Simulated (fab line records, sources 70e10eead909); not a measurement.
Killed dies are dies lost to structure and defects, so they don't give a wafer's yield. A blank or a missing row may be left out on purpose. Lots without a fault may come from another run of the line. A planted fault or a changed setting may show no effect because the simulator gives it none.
Which tool did it? | flow nand_harc | 12 lots, 36 wafers sampled, at 4 steps of a route of 1159

WHAT THE GAUGES READ, wafer by wafer
The record holds no reading of a measuring or inspecting step that can be judged against a usual standard deviation.

WHICH TOOL RAN EACH LOT (tool, then ch and the chambers of the sampled wafers, then the start)
lot  | NHARC_P_M2_PVD_21                       | NHARC_P_BONDPAD_ETCH_12            | NHARC_P_BONDPAD_ETCH_24            | NHARC_P_BONDPAD_PVD_17
L157 | pvd_sputter-02, day 8 21:26 or earlier  | rie_diel-11 ch 1,2, day 8 21:26    | rie_diel-01 ch 0,2,3, no start     | pvd_sputter-02, no start
L159 | pvd_sputter-03, day 8 21:49 or earlier  | rie_diel-05 ch 1,3, day 8 21:49    | rie_diel-05 ch 0,2,3, no start     | pvd_sputter-03, no start
L158 | pvd_sputter-03, day 8 22:40 or earlier  | rie_diel-05 ch 0,2,3, day 8 22:40  | rie_diel-05 ch 1,3, no start       | pvd_sputter-03, no start
L156 | pvd_sputter-01, day 9 00:20 or earlier  | rie_diel-05 ch 0,2,3, day 9 00:20  | rie_diel-05 ch 2,3, no start       | pvd_sputter-02, no start
L160 | pvd_sputter-02, day 9 01:17 or earlier  | rie_diel-01 ch 0,1,2, day 9 01:17  | rie_diel-05 ch 0,2,3, no start     | pvd_sputter-02, no start
L163 | pvd_sputter-01, day 9 09:59 or earlier  | rie_diel-01 ch 0,1,2, day 9 09:59  | rie_diel-01 ch 1,3, no start       | pvd_sputter-01, no start
L162 | pvd_sputter-03, day 9 11:50 or earlier  | rie_diel-01 ch 0,1, day 9 11:50    | rie_diel-01 ch 0,3, no start       | pvd_sputter-03, no start
L161 | pvd_sputter-02, day 9 14:26 or earlier  | rie_diel-11 ch 0,1,2, day 9 14:26  | rie_diel-11 ch 0,1,3, no start     | pvd_sputter-03, no start
L164 | pvd_sputter-01, day 9 16:52 or earlier  | rie_diel-01 ch 0,2,3, day 9 16:52  | rie_diel-11 ch 0,1,3, no start     | pvd_sputter-03, no start
L170 | pvd_sputter-03, day 10 07:54 or earlier | rie_diel-01 ch 0,2,3, day 10 07:54 | rie_diel-11 ch 0,2,3, day 10 08:17 | pvd_sputter-03, no start
L172 | pvd_sputter-01, day 10 11:40 or earlier | rie_diel-01 ch 0,2,3, day 10 11:40 | rie_diel-11 ch 0,1, no start       | pvd_sputter-01, no start
L179 | pvd_sputter-02, day 11 20:34 or earlier | rie_diel-11 ch 0,2,3, day 11 20:34 | rie_diel-11 ch 1,2, no start       | pvd_sputter-02, no start
- NHARC_P_M2_PVD_21: deposits Cu, target thk 30 nm, time 20.49 s.
- NHARC_P_BONDPAD_ETCH_12: etches the open film in CHF3/O2, target depth 200 nm, time 100 s.
- NHARC_P_BONDPAD_ETCH_24: etches the open film in CF4/N2, target depth 30 nm, time 72.99 s.
- NHARC_P_BONDPAD_PVD_17: deposits TaN, target thk 5 nm, time 8.06 s.

WHAT THE TOOLS THEMSELVES READ (means of the sampled wafers that have a number; where no wafer has one, the mark that the record gives instead)
NHARC_P_M2_PVD_21.
lot  | tool           | chamber_pressure_pa (Pa) | throttle_valve_pct (%)
L157 | pvd_sputter-02 | 4.991                    | 29.8
L159 | pvd_sputter-03 | 4.999                    | 29.3
L158 | pvd_sputter-03 | 5.002                    | 30.0
L156 | pvd_sputter-01 | 4.992                    | 30.8
L160 | pvd_sputter-02 | 5.005                    | 29.8
L163 | pvd_sputter-01 | 4.995                    | 30.8
L162 | pvd_sputter-03 | 5.007                    | 29.8
L161 | pvd_sputter-02 | 4.995                    | 29.8
L164 | pvd_sputter-01 | 5.006                    | 30.6
L170 | pvd_sputter-03 | 4.994                    | 29.0
L172 | pvd_sputter-01 | 4.985                    | 30.6
L179 | pvd_sputter-02 | 4.999                    | 29.7

NHARC_P_BONDPAD_ETCH_12.
lot  | tool        | drypump_motor_current_A (A) | oes_product_au (a.u.) | rf_vpp_V (V) | run_length_s (s) | showerhead_plenum_p_Torr (Torr) | throttle_valve_pct (%)
L157 | rie_diel-11 | 5.9                         | 0.958                 | 369.4        | 120.6            | 2.34                            | 20.576
L159 | rie_diel-05 | 5.9                         | 0.968                 | 370.3        | 121.5            | 2.35                            | 20.572
L158 | rie_diel-05 | 5.7                         | 0.956                 | 370.6        | 121.2            | 2.42                            | 20.575
L156 | rie_diel-05 | 5.8                         | 0.949                 | 371.4        | 121.5            | 2.42                            | 20.568
L160 | rie_diel-01 | 6.1                         | 0.943                 | 370.7        | 121.3            | 2.44                            | 20.577
L163 | rie_diel-01 | 6.1                         | 0.925                 | 371.9        | 121.1            | 2.44                            | 20.562
L162 | rie_diel-01 | 6.1                         | 0.927                 | 370.6        | 121.0            | 2.40                            | 20.577
L161 | rie_diel-11 | 5.9                         | 0.971                 | 371.7        | 121.0            | 2.45                            | 20.577
L164 | rie_diel-01 | 5.9                         | 0.917                 | 372.0        | 121.2            | 2.46                            | 20.574
L170 | rie_diel-01 | 5.9                         | 0.921                 | 371.5        | 117.9            | 2.46                            | 20.578
L172 | rie_diel-01 | 5.9                         | 0.924                 | 370.5        | 114.5            | 2.46                            | 20.563
L179 | rie_diel-11 | 5.7                         | 0.967                 | 371.0        | 121.2            | 2.44                            | 20.568

NHARC_P_BONDPAD_ETCH_24.
lot  | tool        | drypump_motor_current_A (A) | oes_product_au (a.u.) | rf_vpp_V (V) | run_length_s (s) | showerhead_plenum_p_Torr (Torr) | throttle_valve_pct (%)
L157 | rie_diel-01 | 5.9                         | 1.011                 | 315.5        | 94.1             | 2.69                            | 19.796
L159 | rie_diel-05 | 5.8                         | 0.989                 | 315.0        | 94.3             | 2.65                            | 19.803
L158 | rie_diel-05 | 5.9                         | 1.006                 | 312.6        | 94.4             | 2.57                            | 19.799
L156 | rie_diel-05 | 6.1                         | 0.997                 | 314.9        | 94.1             | 2.68                            | 19.796
L160 | rie_diel-05 | 5.7                         | 0.992                 | 314.3        | 94.3             | 2.65                            | 19.798
L163 | rie_diel-01 | 6.0                         | 0.983                 | 313.7        | 94.5             | 2.58                            | 19.793
L162 | rie_diel-01 | 5.8                         | 1.002                 | 314.3        | 94.1             | 2.63                            | 19.793
L161 | rie_diel-11 | 5.7                         | 1.000                 | 316.3        | 94.4             | 2.75                            | 19.782
L164 | rie_diel-11 | 5.7                         | 0.996                 | 315.8        | 94.2             | 2.75                            | 19.791
L170 | rie_diel-11 | 5.7                         | 0.989                 | 313.2        | 94.0             | 2.67                            | 19.799
L172 | rie_diel-11 | 6.0                         | 1.000                 | 317.7        | 94.1             | 2.79                            | 19.797
L179 | rie_diel-11 | 5.9                         | 0.999                 | 315.1        | 93.7             | 2.64                            | 19.792

NHARC_P_BONDPAD_PVD_17.
lot  | tool           | bias_v (V) | chamber_pressure_pa (Pa) | throttle_valve_pct (%)
L157 | pvd_sputter-02 | 168.0      | 0.11992                  | 29.7
L159 | pvd_sputter-03 | 169.9      | 0.12012                  | 28.2
L158 | pvd_sputter-03 | 169.4      | 0.11982                  | 30.0
L156 | pvd_sputter-02 | 169.4      | 0.11980                  | 29.6
L160 | pvd_sputter-02 | 168.5      | 0.11984                  | 29.7
L163 | pvd_sputter-01 | 167.9      | 0.11984                  | 30.6
L162 | pvd_sputter-03 | 168.0      | 0.12003                  | 28.8
L161 | pvd_sputter-03 | 168.6      | 0.11995                  | 30.0
L164 | pvd_sputter-03 | 168.5      | 0.12009                  | 29.0
L170 | pvd_sputter-03 | 169.8      | 0.12012                  | 29.2
L172 | pvd_sputter-01 | 170.8      | 0.11985                  | 30.7
L179 | pvd_sputter-02 | 168.0      | 0.12003                  | 29.9

THE ANSWER, worked out from the rows above alone
Rule: what is usual is taken from the lots themselves. Put in order of their means at a reading, lots are off if they are a third of the lots or fewer, leave a main group of 4 or more, and stand apart from it by a gap of 3 or more times the standard deviation of the main group's means; of several such gaps the widest counts. A main group whose means are all the same, to the digits that the tables above print for the reading, isn't used. A lot without any number at a reading at which 4 lots or more have one is off too. The other lots that the step has rows for count as sound. The gauges are gone through in route order, then the tools' own readings, and for those a lot's mean is taken as printed above. The first step at which some lot is off is used, and at that step the reading that is off furthest; a lot without a number counts as furthest.
Off: L170, L172, at NHARC_P_BONDPAD_ETCH_12 (run_length_s). The main group: mean 121.2 s, standard deviation 0.25.
A tool fits if, at that step or a process step before it, it ran every lot that is off, and no sound lot after the first of them. NHARC_P_M2_PVD_21 gives no start for some lots, so the hours and the order of its lots are those of NHARC_P_BONDPAD_ETCH_12. One fits: rie_diel-01 at NHARC_P_BONDPAD_ETCH_12. Its last sound lot is L164 (day 9 16:52), its first lot that is off L170 (day 10 07:54): a fault that began between those two fits.
The tool's own readings at NHARC_P_BONDPAD_ETCH_12 bear it out: on the lots that are off they differ by more than 5 times the standard deviation of the sound lots' means. run_length_s reads 116.2 s there against 121.2 s on the sound lots.

WHAT THE SIMULATOR HAD PUT IN
Process parameter drift: rie_diel-01, from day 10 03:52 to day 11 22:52, at NHARC_P_BONDPAD_ETCH_12. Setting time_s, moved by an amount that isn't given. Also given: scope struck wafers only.
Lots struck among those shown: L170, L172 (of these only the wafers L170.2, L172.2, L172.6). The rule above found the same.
